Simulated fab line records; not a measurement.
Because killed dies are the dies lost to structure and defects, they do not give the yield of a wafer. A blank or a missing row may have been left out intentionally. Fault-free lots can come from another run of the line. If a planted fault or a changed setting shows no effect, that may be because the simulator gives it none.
What tool caused it?	flow n5Finfet	12 lots with 36 wafers sampled at 3 steps, on a route of 1938 steps

WHAT EACH GAUGE READ, for each wafer
N5_MOL_CONTACT_COAG_INSPECT_57: inspects for defects (brightfield).
lot	measured	on	rawDefectCount
L075	day 5 07:13	defectInspect-02	187 169 199
L077	day 5 22:36	defectInspect-01	181 164 247
L079	day 6 08:11	defectInspect-01	179 184 135
L081	day 6 22:02	defectInspect-01	209 165 174
L083	day 7 07:14	defectInspect-02	156 166 132
L085	day 7 19:40	defectInspect-02	120 91 176
L087	day 8 16:50	defectInspect-02	188 124 190
L089	day 8 22:29	defectInspect-02	120 256 217
L091	day 9 09:19	defectInspect-02	219 214 198
L093	day 9 20:53	defectInspect-01	196 194 138
L095	day 10 12:56	defectInspect-02	196 152 250
L097	day 10 21:54	defectInspect-01	177 185 201

WHICH TOOL RAN EACH LOT (tool, then ch and the chambers of the sampled wafers, then the start)
lot	N5_MOL_CONTACT_COAG_ETCH_59	N5_MOL_CONTACT_COAG_ETCH_15
L075	rieDiel-05 ch 2,3, day 4 23:03	rieDiel-05 ch 2,3, day 4 23:14
L077	rieDiel-05 ch 0,1,3, day 5 13:13	rieDiel-05 ch 0,1,3, day 5 13:23
L079	rieDiel-03 ch 0,2,3, day 5 23:46	rieDiel-03 ch 0,2,3, day 5 23:58
L081	rieDiel-01 ch 0,3, day 6 10:01	rieDiel-01 ch 0,3, day 6 10:12
L083	rieDiel-05 ch 1,2,3, day 6 19:59	rieDiel-05 ch 1,2,3, day 6 20:10
L085	rieDiel-03 ch 1,2,3, day 7 11:23	rieDiel-03 ch 1,2,3, day 7 11:34
L087	rieDiel-01 ch 0,2, day 8 02:49	rieDiel-01 ch 0,2, day 8 03:00
L089	rieDiel-03 ch 0,2,3, day 8 11:14	rieDiel-03 ch 0,2,3, day 8 11:25
L091	rieDiel-03 ch 0,1, day 9 00:04	rieDiel-03 ch 0,1, day 9 00:15
L093	rieDiel-03 ch 0,1,3, day 9 11:16	rieDiel-03 ch 0,1,3, day 9 11:26
L095	rieDiel-05 ch 0,1, day 10 01:46	rieDiel-05 ch 0,1, day 10 01:57
L097	rieDiel-05 ch 1,2, day 10 12:23	rieDiel-05 ch 1,2, day 10 12:40
- N5_MOL_CONTACT_COAG_ETCH_59: etches underlayer in N2/H2, target depth 13 nm, time 10.4 s.
- N5_MOL_CONTACT_COAG_ETCH_15: etches SiNx in CH3F/O2, stops on Si:P, target depth 7 nm.

THE ANSWER, worked out from the rows above alone
Rule: usual is defined by the lots themselves. The widest of any qualifying gaps counts: lots, ordered by their means at a reading, are off when they make up no more than a third of the lots, leave a main group of 4 or more, and stand apart from it by 3 or more times the standard deviation of that group's means. Not used: any main group whose means are identical at the precision the tables above print for the reading. A lot without any number at a reading at which 4 lots or more have one is off too. All remaining lots with rows at the step are treated as sound.
None of the lots is off at any reading shown; this tells nothing.

WHAT WAS PUT IN BY THE SIMULATOR
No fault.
